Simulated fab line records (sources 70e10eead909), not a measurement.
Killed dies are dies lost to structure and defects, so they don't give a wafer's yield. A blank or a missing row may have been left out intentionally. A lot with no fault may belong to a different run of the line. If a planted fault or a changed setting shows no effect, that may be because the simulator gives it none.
fab line records	flow nand-harc	part 1 of 2: steps 1 to 18 of 24
record: lots: 5	wafers: 15	last-day: 31
route steps=1302 shown A_CHANNEL_HOLE_D1@453
lots that met no fault: taken from a fault-free run of the same line
start-h: start of the lot's first displayed wafer, in hours after the record's first day	wait-h: hours elapsed since this lot's preceding step	" unchanged from the row above	L1.1+2: a row that stands for several wafers	- no value present, or no start provided	* or withheld: withheld	< > ~ a bound
route shown NAME@n: a module of which the file shows steps, and the number in the route of the first	usual: mean/standard deviation of fault-free wafers	same: alike in all rows	chamber/n: place in a boat	sites: per-site readings	_std_site: the standard deviation of these	_edge_site: inner sites' mean taken away from outer sites' mean	radius-mm: how far each site lies from the wafer's centre	mask NAME#n: copy n	behind: the tool/chamber that last shaped the wafer	hold: why the lot was held/for how many hours/how that ended	device: names the non-switching transistor (n, p or np)	end of line: tests of these same wafers at the route's end	step lacking rows: just its recipe	killed: dies lost to structure and defects at the first sort, not the wafer's yield	map: shows each die of a wafer: x if killed, . if not, _ if none is there
set.NAME: the setting as run; set.NAME@STEP: as run at that earlier step	model.NAME: the simulator's own value behind a step, which no gauge read
lots at selected steps of the route; one table per step, one row per wafer
services: from which hour (start-h, from the record's first day; less than 0 if before it) a tool's chamber was out of use, for how many hours, and why
== steps ==
step: NHARC_A_CHANNEL_HOLE_D1_HMDS_03
recipe: time-s: 30
usual: chill-plate-temp-C: 22.99/0.12
lot.wafer	tool	chamber	start-h	wait-h	chill-plate-temp-C
L082.1	litho-track-01	0	-	-	22.98
L082.4	"	0	"	"	22.88
L082.5	"	0	"	"	23.04
L084.3	litho-track-01	0	-	-	23.08
L084.5	"	0	"	"	23.08
L084.6	"	0	"	"	23.06
L086.3	litho-track-06	0	-	-	22.86
L086.4	"	0	"	"	22.99
L086.6	"	0	"	"	22.98
L088.4	litho-track-06	0	-	-	22.86
L088.5	"	0	"	"	22.95
L088.6	"	0	"	"	22.90
L092.2	litho-track-06	0	-	-	23.09
L092.4	"	0	"	"	23.05
L092.5	"	0	"	"	23.07
step: NHARC_A_CHANNEL_HOLE_D1_COAT_36
recipe: temp-c: 260	time-s: 75
usual: chill-plate-temp-C: 23.00/0.092	plate-temp-C: 260.03/0.18
lot.wafer	tool	chamber	start-h	wait-h	chill-plate-temp-C	plate-temp-C
L082.1	litho-track-01	0	-	-	22.89	259.77
L082.4	"	0	"	"	22.99	259.75
L082.5	"	0	"	"	22.91	259.46
L084.3	litho-track-01	0	-	-	22.90	259.96
L084.5	"	0	"	"	22.99	260.08
L084.6	"	0	"	"	22.95	259.89
L086.3	litho-track-06	0	-	-	22.88	260.11
L086.4	"	0	"	"	23.00	259.99
L086.6	"	0	"	"	23.11	259.99
L088.4	litho-track-06	0	-	-	22.90	260.25
L088.5	"	0	"	"	22.89	260.30
L088.6	"	0	"	"	22.88	260.45
L092.2	litho-track-06	0	-	-	23.12	260.16
L092.4	"	0	"	"	23.02	259.97
L092.5	"	0	"	"	22.97	260.01
step: NHARC_A_CHANNEL_HOLE_D1_COAT_37
recipe: temp-c: 225	time-s: 65
usual: chill-plate-temp-C: 22.99/0.094	plate-temp-C: 225.04/0.16
lot.wafer	tool	chamber	start-h	wait-h	chill-plate-temp-C	plate-temp-C
L082.1	litho-track-01	0	-	-	22.81	225.25
L082.4	"	0	"	"	22.93	225.08
L082.5	"	0	"	"	22.95	225.05
L084.3	litho-track-01	0	-	-	23.02	225.11
L084.5	"	0	"	"	22.94	225.10
L084.6	"	0	"	"	22.99	225.33
L086.3	litho-track-06	0	-	-	23.01	225.04
L086.4	"	0	"	"	22.85	225.01
L086.6	"	0	"	"	23.13	224.98
L088.4	litho-track-06	0	-	-	23.03	225.15
L088.5	"	0	"	"	23.07	224.94
L088.6	"	0	"	"	23.00	224.87
L092.2	litho-track-06	0	-	-	22.91	225.11
L092.4	"	0	"	"	23.04	224.94
L092.5	"	0	"	"	22.90	225.20
step: NHARC_A_CHANNEL_HOLE_D1_COAT_04
recipe: spin-rpm: 1500	resist-thk-nm: 90
usual: chill-plate-temp-C: 22.99/0.12
lot.wafer	tool	chamber	start-h	wait-h	chill-plate-temp-C
L082.1	litho-track-01	0	-	-	22.74
L082.4	"	0	"	"	22.87
L082.5	"	0	"	"	22.85
L084.3	litho-track-01	0	-	-	23.01
L084.5	"	0	"	"	23.00
L084.6	"	0	"	"	22.91
L086.3	litho-track-06	0	-	-	23.04
L086.4	"	0	"	"	22.93
L086.6	"	0	"	"	23.13
L088.4	litho-track-06	0	-	-	23.04
L088.5	"	0	"	"	23.11
L088.6	"	0	"	"	22.99
L092.2	litho-track-06	0	-	-	23.13
L092.4	"	0	"	"	22.88
L092.5	"	0	"	"	23.10
step: NHARC_A_CHANNEL_HOLE_D1_SOFTBAKE_05
recipe: temp-c: 105	time-s: 55
usual: chill-plate-temp-C: 23.02/0.097	plate-temp-C: 105.01/0.13
lot.wafer	tool	chamber	start-h	wait-h	chill-plate-temp-C	plate-temp-C
L082.1	litho-track-01	0	-	-	23.02	105.02
L082.4	"	0	"	"	23.08	104.96
L082.5	"	0	"	"	22.99	105.07
L084.3	litho-track-01	0	-	-	23.07	104.92
L084.5	"	0	"	"	22.91	105.05
L084.6	"	0	"	"	23.01	105.04
L086.3	litho-track-06	0	-	-	23.03	104.77
L086.4	"	0	"	"	22.93	104.89
L086.6	"	0	"	"	23.18	105.12
L088.4	litho-track-06	0	-	-	23.15	104.78
L088.5	"	0	"	"	22.88	104.98
L088.6	"	0	"	"	22.99	104.90
L092.2	litho-track-06	0	-	-	22.87	105.01
L092.4	"	0	"	"	22.98	105.21
L092.5	"	0	"	"	22.93	105.12
step: NHARC_A_CHANNEL_HOLE_D1_EBR_06
usual: chill-plate-temp-C: 23.01/0.11
lot.wafer	tool	chamber	start-h	wait-h	chill-plate-temp-C
L082.1	litho-track-01	0	-	-	22.82
L082.4	"	0	"	"	23.02
L082.5	"	0	"	"	22.89
L084.3	litho-track-01	0	-	-	22.91
L084.5	"	0	"	"	23.20
L084.6	"	0	"	"	23.10
L086.3	litho-track-06	0	-	-	23.00
L086.4	"	0	"	"	23.03
L086.6	"	0	"	"	23.11
L088.4	litho-track-06	0	-	-	22.95
L088.5	"	0	"	"	23.06
L088.6	"	0	"	"	23.04
L092.2	litho-track-06	0	-	-	23.03
L092.4	"	0	"	"	23.08
L092.5	"	0	"	"	22.97
step: NHARC_A_CHANNEL_HOLE_D1_EXPOSE_07
recipe: na: 1.35	target-cd-nm: 100	sigma-outer: 0.3	dose-mj: 59.65	mask-id: HOLE_D1
lot.wafer	tool	chamber	start-h	wait-h	mask
L082.1+4+5	arfi-scanner-02	0	259.95	-	HOLE_D1#0
L084.3+5+6	arfi-scanner-01	0	280.20	-	HOLE_D1#0
L086.3+4+6	arfi-scanner-01	0	299.66	-	HOLE_D1#0
L088.4+5+6	arfi-scanner-03	0	324.68	-	HOLE_D1#0
L092.2+4+5	arfi-scanner-02	0	361.95	-	HOLE_D1#0
step: NHARC_A_CHANNEL_HOLE_D1_PEB_08
recipe: peb-temp-c: 100	peb-time-s: 65
usual: chill-plate-temp-C: 23.01/0.11	plate-temp-C: 100.00/0.12
lot.wafer	tool	chamber	start-h	wait-h	chill-plate-temp-C	plate-temp-C
L082.1	litho-track-01	0	260.01	0.1	22.94	99.85
L082.4	"	0	"	"	23.00	100.04
L082.5	"	0	"	"	23.12	99.98
L084.3	litho-track-01	0	280.25	0.0	22.96	99.88
L084.5	"	0	"	"	23.09	99.83
L084.6	"	0	"	"	23.09	99.93
L086.3	litho-track-04	0	299.71	0.0	23.02	99.97
L086.4	"	0	"	"	22.80	100.22
L086.6	"	0	"	"	22.96	100.28
L088.4	litho-track-06	0	324.73	0.0	22.96	99.85
L088.5	"	0	"	"	22.95	99.87
L088.6	"	0	"	"	22.90	100.00
L092.2	litho-track-01	0	362.01	0.1	23.01	99.98
L092.4	"	0	"	"	23.05	100.08
L092.5	"	0	"	"	23.12	100.05
step: NHARC_A_CHANNEL_HOLE_D1_DEVELOP_09
recipe: develop-time-s: 35	dev-temp-c: 23
usual: chill-plate-temp-C: 23.03/0.11
lot.wafer	tool	chamber	start-h	wait-h	chill-plate-temp-C
L082.1	litho-track-01	0	-	-	23.12
L082.4	"	0	"	"	23.07
L082.5	"	0	"	"	23.15
L084.3	litho-track-01	0	-	-	22.94
L084.5	"	0	"	"	23.00
L084.6	"	0	"	"	22.93
L086.3	litho-track-04	0	-	-	22.88
L086.4	"	0	"	"	23.05
L086.6	"	0	"	"	23.11
L088.4	litho-track-06	0	-	-	22.82
L088.5	"	0	"	"	23.00
L088.6	"	0	"	"	22.96
L092.2	litho-track-01	0	-	-	23.05
L092.4	"	0	"	"	23.06
L092.5	"	0	"	"	23.03
step: NHARC_A_CHANNEL_HOLE_D1_CD_MEAS_10
recipe: target-cd-nm: 100	landing-energy-ev: 500
usual: cd-nm: 100.4/0.65
lot.wafer	tool	chamber	start-h	wait-h	cd-nm
L082.1	cd-sem-03	0	260.09	-	100.9
L082.4	"	0	"	"	100.1
L082.5	"	0	"	"	101.1
L084.3	cd-sem-02	0	280.33	-	100.5
L084.5	"	0	"	"	99.7
L084.6	"	0	"	"	100.7
L086.3	cd-sem-01	0	299.80	-	101.5
L086.4	"	0	"	"	99.9
L086.6	"	0	"	"	99.7
L088.4	cd-sem-01	0	324.81	-	99.4
L088.5	"	0	"	"	99.9
L088.6	"	0	"	"	101.0
L092.2	cd-sem-01	0	362.09	-	100.3
L092.4	"	0	"	"	101.2
L092.5	"	0	"	"	101.3
step: NHARC_A_CHANNEL_HOLE_D1_OVL_MEAS_11
usual: overlay-x-nm: 0.2/0.84	overlay-y-nm: 0.0/0.79
lot.wafer	tool	chamber	start-h	wait-h	overlay-x-nm	overlay-y-nm
L082.1	overlay-01	-	260.18	-	1.2	-0.3
L082.4	"	-	"	"	1.2	0.1
L082.5	"	-	"	"	0.9	0.3
L084.3	overlay-01	-	280.42	-	1.2	-0.5
L084.5	"	-	"	"	1.3	-0.4
L084.6	"	-	"	"	1.1	-0.6
L086.3	overlay-02	-	299.88	-	0.2	-1.3
L086.4	"	-	"	"	0.5	-1.6
L086.6	"	-	"	"	0.0	-2.1
L088.4	overlay-01	-	324.89	-	0.0	0.4
L088.5	"	-	"	"	-0.2	-0.1
L088.6	"	-	"	"	-0.3	-0.1
L092.2	overlay-01	-	362.17	-	-0.7	-0.5
L092.4	"	-	"	"	-0.5	-0.1
L092.5	"	-	"	"	-0.6	0.2
step: NHARC_A_CHANNEL_HOLE_D1_INSPECT_12
usual: raw-defect-count: 5.6/2.5
lot.wafer	tool	chamber	start-h	wait-h	raw-defect-count
L082.1	defect-inspect-01	-	260.22	0.0	6
L082.4	"	-	"	"	6
L082.5	"	-	"	"	2
L084.3	defect-inspect-01	-	280.45	0.0	5
L084.5	"	-	"	"	10
L084.6	"	-	"	"	5
L086.3	defect-inspect-01	-	299.92	0.0	2
L086.4	"	-	"	"	5
L086.6	"	-	"	"	9
L088.4	defect-inspect-02	-	324.93	0.0	5
L088.5	"	-	"	"	5
L088.6	"	-	"	"	8
L092.2	defect-inspect-01	-	362.21	0.0	4
L092.4	"	-	"	"	2
L092.5	"	-	"	"	5
step: NHARC_A_CHANNEL_HOLE_D1_DESCUM_15
recipe: time-s: 3	o2-flow-sccm: 200	ar-flow-sccm: 0	bias-power-w: 0	chemistry: O2
usual: drypump-motor-current-A: 6.1/0.45	oes-product-au: 0.994/0.012	rf-vpp-V: 57.8/0.94	showerhead-plenum-p-Torr: 1.93/0.098	throttle-valve-pct: 11.311/0.0096
lot.wafer	tool	chamber	start-h	wait-h	drypump-motor-current-A	oes-product-au	rf-hours-counter-h	rf-vpp-V	showerhead-plenum-p-Torr	throttle-valve-pct
L082.1	rie-diel-13	2	260.28	0.1	5.4	0.995	32	57.0	1.85	11.322
L082.4	"	1	"	"	6.5	0.989	33	57.8	1.76	11.314
L082.5	"	2	"	"	5.4	0.979	-	56.1	1.85	11.290
L084.3	rie-diel-11	2	280.53	0.1	5.4	0.975	2	58.2	1.98	11.322
L084.5	"	0	"	"	6.7	0.997	-	57.0	1.80	11.321
L084.6	"	1	"	"	6.0	0.997	-	58.2	2.03	11.317
L086.3	rie-diel-11	3	299.98	0.1	6.4	0.980	5	59.0	1.95	11.332
L086.4	"	2	"	"	5.4	0.977	5	57.5	1.98	11.301
L086.6	"	3	"	"	6.4	0.979	-	59.9	1.95	11.321
L088.4	rie-diel-04	2	325.01	0.1	5.6	0.986	39	58.4	1.86	11.303
L088.6	"	3	"	"	6.2	0.993	-	58.6	2.06	11.300
L088.5	"	0	"	"	5.5	0.996	-	58.7	1.94	11.320
L092.4	rie-diel-13	3	362.27	0.1	5.8	0.986	5	58.8	2.07	11.319
L092.2	"	0	"	"	6.0	0.993	3	57.5	2.04	11.317
L092.5	"	3	"	"	5.9	0.993	-	59.7	2.08	11.294
step: NHARC_A_CHANNEL_HOLE_D1_ETCH_38
recipe: target-depth-a: 390	over-etch-frac: 0.3	time-s: 65	ion-energy-ev: 80	cf4-flow-sccm: 150	ar-flow-sccm: 0	rf-w: 300	bias-w: 100	chemistry: CF4
usual: bias-w: 100.0/0.32	cf4-flow-sccm: 150.0/0.44	drypump-motor-current-A: 6.1/0.45	oes-product-au: 0.994/0.012	rf-fwd-power-W: 297.3/1.4	rf-vpp-V: 151.4/1.4	showerhead-plenum-p-Torr: 1.78/0.084	throttle-valve-pct: 13.283/0.0098
lot.wafer	tool	chamber	start-h	wait-h	bias-w	cf4-flow-sccm	drypump-motor-current-A	oes-product-au	rf-fwd-power-W	rf-hours-counter-h	rf-vpp-V	showerhead-plenum-p-Torr	throttle-valve-pct
L082.1	rie-diel-13	3	260.36	0.1	99.9	150.6	5.8	0.980	297.1	28	149.1	1.65	13.298
L082.4	"	2	"	"	100.5	150.3	5.4	0.990	298.0	32	150.8	1.71	13.285
L082.5	"	3	"	"	100.0	150.1	5.8	0.980	297.4	-	150.2	1.65	13.277
L084.3	rie-diel-11	3	280.61	0.1	100.1	149.5	6.4	0.988	296.5	1	152.8	1.80	13.285
L084.6	"	2	"	"	99.5	149.9	5.4	0.987	299.4	-	150.7	1.83	13.270
L084.5	"	3	"	"	99.6	150.1	6.4	0.981	296.1	-	150.6	1.80	13.293
L086.3	rie-diel-11	0	300.07	0.1	100.3	149.4	6.8	1.002	295.5	5	148.2	1.67	13.270
L086.4	"	1	"	"	100.1	149.1	6.0	0.992	297.9	5	152.6	1.87	13.278
L086.6	"	3	"	"	99.6	150.1	6.4	0.982	297.5	-	151.7	1.80	13.267
L088.4	rie-diel-04	0	325.08	0.1	100.0	149.4	5.5	0.991	296.9	42	150.4	1.79	13.286
L088.5	"	3	"	"	100.1	150.0	6.1	0.999	295.7	-	154.2	1.90	13.276
L088.6	"	0	"	"	100.1	149.6	5.5	0.995	297.5	-	150.9	1.79	13.292
L092.4	rie-diel-13	2	362.36	0.1	100.2	150.4	5.4	0.996	298.4	4	149.6	1.71	13.275
L092.2	"	3	"	"	99.9	149.4	5.9	0.990	300.2	5	152.0	1.91	13.266
L092.5	"	3	"	"	100.4	150.0	5.9	0.987	299.8	-	154.7	1.91	13.273
step: NHARC_A_CHANNEL_HOLE_D1_ETCH_39
recipe: target-depth-a: 2600	over-etch-frac: 0.3	time-s: 325	ion-energy-ev: 200	n2-flow-sccm: 150	h2-flow-sccm: 150	ar-flow-sccm: 0	rf-w: 400	bias-w: 150	chemistry: N2/H2
usual: bias-w: 150.0/0.47	drypump-motor-current-A: 6.1/0.45	n2-flow-sccm: 150.0/0.43	oes-product-au: 0.993/0.012	rf-fwd-power-W: 398.9/1.1	rf-vpp-V: 431/3.1	showerhead-plenum-p-Torr: 2.06/0.11	throttle-valve-pct: 14.171/0.0087
lot.wafer	tool	chamber	start-h	wait-h	bias-w	drypump-motor-current-A	n2-flow-sccm	oes-product-au	rf-fwd-power-W	rf-hours-counter-h	rf-vpp-V	showerhead-plenum-p-Torr	throttle-valve-pct
L082.1	rie-diel-13	3	-	-	149.9	5.9	150.5	0.987	400.8	28	428	1.89	14.171
L082.4	"	0	"	"	150.1	5.9	150.3	0.990	399.0	31	434	2.19	14.162
L082.5	"	3	"	"	149.8	5.8	150.6	0.976	399.3	-	426	1.89	14.171
L084.3	rie-diel-11	2	-	-	149.0	5.4	150.1	0.976	399.8	2	432	2.12	14.158
L084.5	"	3	"	"	150.2	6.4	150.1	0.981	398.5	-	432	2.08	14.183
L084.6	"	0	"	"	149.9	6.7	149.8	0.996	398.9	-	427	1.91	14.178
L086.4	rie-diel-11	0	-	-	150.3	6.8	149.9	1.000	397.9	5	426	1.91	14.183
L086.3	"	1	"	"	151.3	6.0	149.5	1.001	397.1	5	434	2.17	14.169
L086.6	"	3	"	"	149.1	6.4	150.3	0.974	398.2	-	430	2.08	14.163
L088.4	rie-diel-04	3	-	-	149.3	6.2	150.3	0.991	398.1	45	435	2.20	14.178
L088.5	"	0	"	"	149.5	5.5	150.0	0.996	400.1	-	431	2.07	14.172
L088.6	"	1	"	"	150.3	6.1	149.1	1.001	399.3	-	428	1.96	14.169
L092.2	rie-diel-13	0	-	-	150.5	5.9	149.9	0.994	400.6	3	433	2.17	14.174
L092.4	"	1	"	"	150.0	6.5	150.1	1.003	399.1	3	436	2.22	14.173
L092.5	"	0	"	"	151.0	5.9	149.9	0.996	400.0	-	434	2.18	14.166
step: NHARC_A_CHANNEL_HOLE_D1_ETCH_34
recipe: target-depth-a: 1540	time-s: 77	cf4-flow-sccm: 100	chf3-flow-sccm: 30	ar-flow-sccm: 0	rf-w: 500	bias-w: 200	chemistry: CF4/CHF3
usual: bias-w: 200.0/0.54	cf4-flow-sccm: 99.98/0.29	drypump-motor-current-A: 6.0/0.45	oes-product-au: 0.945/0.025	rf-fwd-power-W: 495.8/2	rf-vpp-V: 371.1/2.6	showerhead-plenum-p-Torr: 1.59/0.076	throttle-valve-pct: 16.803/0.0094
lot.wafer	tool	chamber	start-h	wait-h	bias-w	cf4-flow-sccm	drypump-motor-current-A	oes-product-au	rf-fwd-power-W	rf-hours-counter-h	rf-vpp-V	showerhead-plenum-p-Torr	throttle-valve-pct
L082.1	rie-diel-13	2	-	-	199.2	100.18	5.4	0.946	495.9	32	368.3	1.52	16.810
L082.4	"	3	"	"	200.3	100.02	5.9	0.965	500.9	28	367.5	1.47	16.799
L082.5	"	2	"	"	199.4	100.40	5.4	0.944	494.6	-	369.1	1.52	16.809
L084.3	rie-diel-11	0	-	-	199.3	99.79	6.8	0.964	493.9	2	368.8	1.48	16.789
L084.5	"	1	"	"	200.3	99.97	6.0	0.963	495.2	-	373.0	1.67	16.790
L084.6	"	2	"	"	199.2	99.86	5.4	0.959	495.0	-	372.1	1.63	16.803
L086.3	rie-diel-11	1	-	-	199.9	100.33	6.0	0.976	495.8	5	373.3	1.67	16.808
L086.4	"	2	"	"	200.4	99.92	5.4	0.958	498.1	5	371.1	1.63	16.810
L086.6	"	1	"	"	199.3	100.29	6.0	0.983	495.6	-	372.7	1.67	16.815
L088.4	rie-diel-04	2	-	-	199.8	100.30	5.5	0.904	493.5	39	368.9	1.53	16.796
L088.5	"	3	"	"	199.7	100.58	6.2	0.920	494.9	-	375.0	1.69	16.811
L088.6	"	0	"	"	200.5	99.81	5.5	0.923	496.2	-	372.2	1.59	16.800
L092.4	rie-diel-13	2	-	-	200.0	100.05	5.4	0.940	499.3	5	369.2	1.52	16.787
L092.2	"	1	"	"	199.7	99.08	6.5	0.957	497.5	4	375.0	1.70	16.808
L092.5	"	2	"	"	200.0	99.98	5.4	0.937	498.0	-	370.5	1.52	16.798
step: NHARC_A_CHANNEL_HOLE_D1_ETCH_16
recipe: target-depth-a: 31000	over-etch-frac: 0.3	time-s: 806	ion-energy-ev: 150	o2-flow-sccm: 400	cos-flow-sccm: 20	ar-flow-sccm: 0	rf-w: 500	bias-w: 300	chemistry: O2/COS
usual: bias-w: 300.1/0.95	drypump-motor-current-A: 6.1/0.46	oes-product-au: 0.993/0.013	rf-fwd-power-W: 499.5/1.5	rf-vpp-V: 314.2/2.3	showerhead-plenum-p-Torr: 3.13/0.15	throttle-valve-pct: 28.330/0.009
lot.wafer	tool	chamber	start-h	wait-h	bias-w	drypump-motor-current-A	oes-product-au	rf-fwd-power-W	rf-hours-counter-h	rf-vpp-V	showerhead-plenum-p-Torr	throttle-valve-pct
L082.1	rie-diel-13	3	-	-	299.9	5.9	0.985	497.9	28	310.6	2.91	28.337
L082.4	"	0	"	"	298.6	5.9	1.002	501.2	31	316.3	3.33	28.341
L082.5	"	3	"	"	300.3	5.9	0.991	499.6	-	311.1	2.91	28.336
L084.3	rie-diel-11	2	-	-	301.2	5.4	0.981	499.6	2	316.5	3.23	28.332
L084.6	"	0	"	"	300.5	6.8	1.001	500.1	-	312.8	2.94	28.328
L084.5	"	1	"	"	300.7	6.0	0.996	498.1	-	315.9	3.31	28.342
L086.4	rie-diel-11	1	-	-	298.0	6.1	1.000	499.8	5	317.6	3.30	28.315
L086.3	"	2	"	"	300.2	5.4	0.975	497.9	5	316.1	3.23	28.331
L086.6	"	3	"	"	298.7	6.4	0.984	500.0	-	314.1	3.18	28.341
L088.4	rie-diel-04	0	-	-	302.3	5.5	1.000	499.6	43	315.9	3.16	28.341
L088.6	"	2	"	"	301.0	5.6	0.981	494.3	-	312.7	3.04	28.328
L088.5	"	3	"	"	299.0	6.2	1.002	498.0	-	318.7	3.35	28.334
L092.2	rie-diel-13	2	-	-	299.3	5.4	1.004	501.7	5	312.9	3.01	28.324
L092.4	"	3	"	"	300.3	5.9	0.999	497.3	5	316.5	3.37	28.335
L092.5	"	2	"	"	299.8	5.4	0.990	500.6	-	311.6	3.01	28.328
step: NHARC_A_CHANNEL_HOLE_D1_CD_MEAS_18
usual: cd-nm: 98.9/2.7
lot.wafer	tool	chamber	start-h	wait-h	cd-nm
L082.1	cd-sem-02	-	261.39	-	100.2
L082.4	"	-	"	"	97.2
L082.5	"	-	"	"	99.7
L084.3	cd-sem-01	-	281.63	-	103.1
L084.5	"	-	"	"	99.0
L084.6	"	-	"	"	97.7
L086.3	cd-sem-03	-	301.09	-	102.0
L086.4	"	-	"	"	97.2
L086.6	"	-	"	"	95.2
L088.4	cd-sem-01	-	326.10	-	95.9
L088.5	"	-	"	"	100.0
L088.6	"	-	"	"	96.8
L092.2	cd-sem-01	-	363.52	-	102.4
L092.4	"	-	"	"	102.8
L092.5	"	-	"	"	99.7
